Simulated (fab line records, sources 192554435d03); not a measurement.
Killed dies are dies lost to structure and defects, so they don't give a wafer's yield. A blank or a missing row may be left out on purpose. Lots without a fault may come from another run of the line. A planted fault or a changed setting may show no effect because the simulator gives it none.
A struck lot beside a sound one | flow n5_finfet | 18 steps out of a route of 1938
Sound: wafers L910.3, L910.5, L910.6. Struck: wafer L922.4. (L922.5 of the same lot was not struck and is left out.) The cause comes at the end.
At each step with rows: each side's tool, then ch and its chambers, then its first start. Under that, the readings that differ: sound wafers | struck wafers | difference of the means | sigmas: that difference in standard deviations of wafers without a fault.
alike: readings whose means differ by less than 2 such deviations, and words and numbers that are the same on both sides. not compared: withheld readings, readings that some wafer has no value for, bounds like >300 that may hide the same value, and numbers for which the record gives no deviation and whose values overlap.
The two part at a step that has a row with sigmas, a row that says differs or no value, or rows on one side only. Numbers that don't overlap but have no deviation are shown without sigmas and don't part them. A reading that every wafer of one side lacks parts them only if that side has two wafers or more.

N5_BEOL_M3_INSPECT_30: inspects for defects (brightfield).
  sound on defect_inspect-01, day 9 03:58; struck on defect_inspect-02, day 11 17:21
  alike: raw_defect_count
N5_BEOL_M3_DESCUM_33: chemistry O2, time 7 s.
  sound on rie_diel-06 ch 0,1, day 9 04:37; struck on rie_diel-06 ch 1, day 11 17:26
  reading      | sound             | struck | difference | sigmas
  rf_vpp_V (V) | 242.8 241.9 243.2 | 240.3  | -2.3       | -2
  alike: drypump_motor_current_A, oes_product_au, showerhead_plenum_p_Torr, throttle_valve_pct
  not compared: rf_hours_counter_h
then, 1 step without rows for these wafers: N5_BEOL_M3_ETCH_77 (etches underlayer in N2/H2, target depth 6.5 nm, time 5.2 s).
N5_BEOL_M3_ETCH_69: etches SiARC in CF4, target depth 15.6 nm, time 26 s.
  sound on rie_diel-06 ch 0,1, day 9 04:40; struck on rie_diel-06 ch 1, day 11 17:29
  alike: drypump_motor_current_A, etch_rf_on_time_s, mfc_ar_sccm, oes_product_au, rf_vpp_V, showerhead_plenum_p_Torr, throttle_valve_pct
  not compared: rf_hours_counter_h
then, 2 steps without rows for these wafers: N5_BEOL_M3_ALD_98 (deposits SiO2, target thk 2.5 nm, pulse time 1 s, co reactant pulse time 1 s); N5_BEOL_M3_ETCHBACK_99 (etches SiO2 in CHF3, target depth 5 nm, time 10.4 s).
N5_BEOL_M3_ETCH_70: etches SOC in N2/H2, target depth 80 nm, overetch 16 nm, time 120 s.
  sound on rie_diel-03 ch 2,3, day 9 06:27; struck on rie_diel-06 ch 2, day 12 00:54
  alike: drypump_motor_current_A, h2_flow_sccm, oes_product_au, rf_vpp_V, showerhead_plenum_p_Torr, throttle_valve_pct
  not compared: rf_hours_counter_h
then, 2 steps without rows for these wafers: N5_BEOL_M3_STRIP_71 (strips in N2/H2); N5_BEOL_M3_STRIP_78 (strips in N2/H2).
N5_BEOL_M3_VIA_ETCH_34: etches the open film in C4F6/O2, target depth 69.4 nm, time 65.9 s.
  sound on rie_diel-03 ch 2,3, day 9 06:33; struck on rie_diel-06 ch 2, day 12 01:00
  alike: O2_flow_sccm, drypump_motor_current_A, mfc_ar_sccm, oes_product_au, rf_vpp_V, showerhead_plenum_p_Torr, throttle_valve_pct
  not compared: rf_hours_counter_h
then, 1 step without rows for these wafers: N5_BEOL_M3_STRIP_83 (strips in C4F6/O2).
N5_BEOL_M3_STRIP_36: strips in N2/H2.
  sound on rie_diel-03 ch 2,3, day 9 06:37; struck on rie_diel-06 ch 2, day 12 01:04
  alike: drypump_motor_current_A, h2_flow_sccm, oes_product_au, rf_vpp_V, showerhead_plenum_p_Torr, throttle_valve_pct
  not compared: rf_hours_counter_h
N5_BEOL_M3_TRENCH_ETCH_37: etches SiOC in C4F6/O2, target depth 55.555 nm, time 29.2 s.
  sound on rie_diel-03 ch 2,3, day 9 06:39; struck on rie_diel-06 ch 2, day 12 01:06
  reading                             | sound             | struck | difference | sigmas
  model.etch.depth_nm (nm)            | 55.26 55.86 54.32 | 48.02  | -7.13      |
  model.BEOL_M3.feature_depth_nm (nm) | 55.2 55.8 54.4    | 48     | -7         |
  alike: O2_flow_sccm, drypump_motor_current_A, mfc_ar_sccm, oes_product_au, rf_vpp_V, showerhead_plenum_p_Torr, throttle_valve_pct
  not compared: rf_hours_counter_h
then, 2 steps without rows for these wafers: N5_BEOL_M3_ETCH_41 (etches SiCN in CH3F/O2, target depth 29.9 nm, time 52.5 s); N5_BEOL_M3_STRIP_97 (strips in N2/H2, time 10 s).
N5_BEOL_M3_OCD_MEAS_38:
  sound on ocd-02, day 9 06:49; struck on ocd-02, day 12 01:16
  reading              | sound          | struck | difference | sigmas
  trench_depth_nm (nm) | 55.6 56.5 54.9 | 47.8   | -7.9       | -8
then, 1 step without rows for these wafers: N5_BEOL_M3_HM_STRIP_39 (strips TiN in peroxide tin strip, target depth 25 nm, time 158 s).
N5_BEOL_M4_RC_MEAS_101:
  sound on prober-01 ch 0, day 10 01:08; struck on prober-01 ch 0, day 12 16:58
  alike: DIBL_N, DIBL_P, IOFF_N, IOFF_P, ION_N, ION_P, SS_N, SS_P, VT_N, VT_P

WHERE THEY PART
First at N5_BEOL_M3_DESCUM_33; last, within this record, at N5_BEOL_M3_OCD_MEAS_38. Later steps at which nothing parts them and some readings are alike: N5_BEOL_M4_RC_MEAS_101.

WHY: what the simulator had put in
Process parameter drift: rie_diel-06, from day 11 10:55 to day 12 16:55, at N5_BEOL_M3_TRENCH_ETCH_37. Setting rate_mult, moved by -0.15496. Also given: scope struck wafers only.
